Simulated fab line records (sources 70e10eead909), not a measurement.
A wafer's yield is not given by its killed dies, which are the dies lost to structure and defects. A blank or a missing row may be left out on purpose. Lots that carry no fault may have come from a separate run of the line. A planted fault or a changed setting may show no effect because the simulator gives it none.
The tool behind it: which one? | flow nand_harc | route of 1159 steps, sampled at 1 step: 6 lots, 18 wafers

== WHAT THE GAUGES READ, wafer by wafer ==
NHARC_A_M1_INSPECT_11.
lot  | measured     | on                | raw_defect_count
L815 | day 18 16:38 | defect_inspect-01 | 21 23 27
L818 | day 19 11:18 | defect_inspect-02 | 31 40 21
L827 | day 21 00:26 | defect_inspect-01 | 42 43 43
L830 | day 22 07:49 | defect_inspect-02 | 15 18 16
L832 | day 22 21:57 | defect_inspect-01 | 40 46 48
L836 | day 23 07:46 | defect_inspect-01 | 18 16 17

== WHAT TOOL EACH LOT RAN ON (gives the tool, then ch and the chambers of the sampled wafers, and finally the start) ==
The record holds no process step before these readings.

== THE ANSWER, worked out from the rows above alone ==
Rule: usual is defined by the lots themselves. Put in order of their means at a reading, lots are off if they are a third of the lots or fewer, leave a main group of 4 or more, and stand apart from it by a gap of 3 or more times the standard deviation of the main group's means; of several such gaps the widest counts. If all means in a main group match to the digits the tables above print for the reading, that group is not used. A lot without any number at a reading at which 4 lots or more have one is off too. The other lots that the step has rows for count as sound.
No lot is off on any of the readings shown, so nothing can be concluded from this.

== WHAT THE SIMULATOR HAD INSERTED ==
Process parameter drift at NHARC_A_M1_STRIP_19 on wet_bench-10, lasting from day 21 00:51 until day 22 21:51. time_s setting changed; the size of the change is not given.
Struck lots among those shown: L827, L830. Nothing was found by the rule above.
